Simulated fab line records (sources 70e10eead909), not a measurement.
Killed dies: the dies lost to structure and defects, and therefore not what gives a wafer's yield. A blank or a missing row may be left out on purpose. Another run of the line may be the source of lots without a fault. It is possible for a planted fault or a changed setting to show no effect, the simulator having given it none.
Matching of chambers :: flow nand_harc :: NHARC_A_STAIRCASE_DEP_280 on pecvd-03: 3 sister chambers
The step deposits SiON, target thk 30 nm. 14 wafers are shown with their chamber, then 7 later ones without.

WAFERS WITH THEIR CHAMBER
wafer: L078.1
chamber: 0
heater_power_w (W): 788
chamber_pressure_Torr (Torr): 3.506

wafer: L078.2
chamber: 2
heater_power_w (W): 598
chamber_pressure_Torr (Torr): 3.496

wafer: L078.5
chamber: 1
heater_power_w (W): 867
chamber_pressure_Torr (Torr): 3.495

wafer: L079.1
chamber: 2
heater_power_w (W): 600
chamber_pressure_Torr (Torr): 3.495

wafer: L079.3
chamber: 0
heater_power_w (W): 812
chamber_pressure_Torr (Torr): 3.496

wafer: L079.4
chamber: 0
heater_power_w (W): 825
chamber_pressure_Torr (Torr): 3.499

wafer: L080.3
chamber: 2
heater_power_w (W): 604
chamber_pressure_Torr (Torr): 3.500

wafer: L080.5
chamber: 1
heater_power_w (W): 907
chamber_pressure_Torr (Torr): 3.511

wafer: L080.6
chamber: 2
heater_power_w (W): 586
chamber_pressure_Torr (Torr): 3.517

wafer: L084.2
chamber: 0
heater_power_w (W): 838
chamber_pressure_Torr (Torr): 3.495

wafer: L084.4
chamber: 0
heater_power_w (W): 850
chamber_pressure_Torr (Torr): 3.491

wafer: L084.6
chamber: 1
heater_power_w (W): 877
chamber_pressure_Torr (Torr): 3.514

wafer: L086.3
chamber: 2
heater_power_w (W): 576
chamber_pressure_Torr (Torr): 3.494

wafer: L086.4
chamber: 0
heater_power_w (W): 821
chamber_pressure_Torr (Torr): 3.500

SIGNATURES (means of the wafers above)
reading: heater_power_w
chamber 0: 822.33
chamber 1: 883.67
chamber 2: 592.80
scatter within a chamber: 18.4

reading: chamber_pressure_Torr
chamber 0: 3.49783
chamber 1: 3.50667
chamber 2: 3.50040
scatter within a chamber: 0.008
Rule: a wafer lies at a distance from a chamber equal to the root of the sum of squares, over the readings, of (its reading less the chamber's mean, divided by the reading's scatter). If the next closest chamber is less than 2 further off than the closest, the wafer can't be placed; otherwise it belongs to the closest. The scatter: the root of (the sum of the squares of (reading less its chamber's mean) over the shown wafers, divided by (wafers less chambers)).

WAFERS MISSING THEIR CHAMBER
wafer: L086.6
heater_power_w (W): 572
chamber_pressure_Torr (Torr): 3.496

wafer: L087.2
heater_power_w (W): 620
chamber_pressure_Torr (Torr): 3.493

wafer: L087.5
heater_power_w (W): 631
chamber_pressure_Torr (Torr): 3.499

wafer: L087.6
heater_power_w (W): 900
chamber_pressure_Torr (Torr): 3.512

wafer: L097.3
heater_power_w (W): 655
chamber_pressure_Torr (Torr): 3.498

wafer: L097.4
heater_power_w (W): 930
chamber_pressure_Torr (Torr): 3.495

wafer: L097.6
heater_power_w (W): 716
chamber_pressure_Torr (Torr): 3.505

CHAMBER TAKEN BY EACH
wafer: L086.6
from the rows above: 2
in truth: 2

wafer: L087.2
from the rows above: 2
in truth: 2

wafer: L087.5
from the rows above: 2
in truth: 2

wafer: L087.6
from the rows above: 1
in truth: 1

wafer: L097.3
from the rows above: 2
in truth: 2

wafer: L097.4
from the rows above: 1
in truth: 1

wafer: L097.6
from the rows above: can't be placed: 0 or 2
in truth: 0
6 of 7 placed correctly. Not placeable from these rows: 1 (in 1, the candidates include the true chamber). Number placed wrongly: 0.
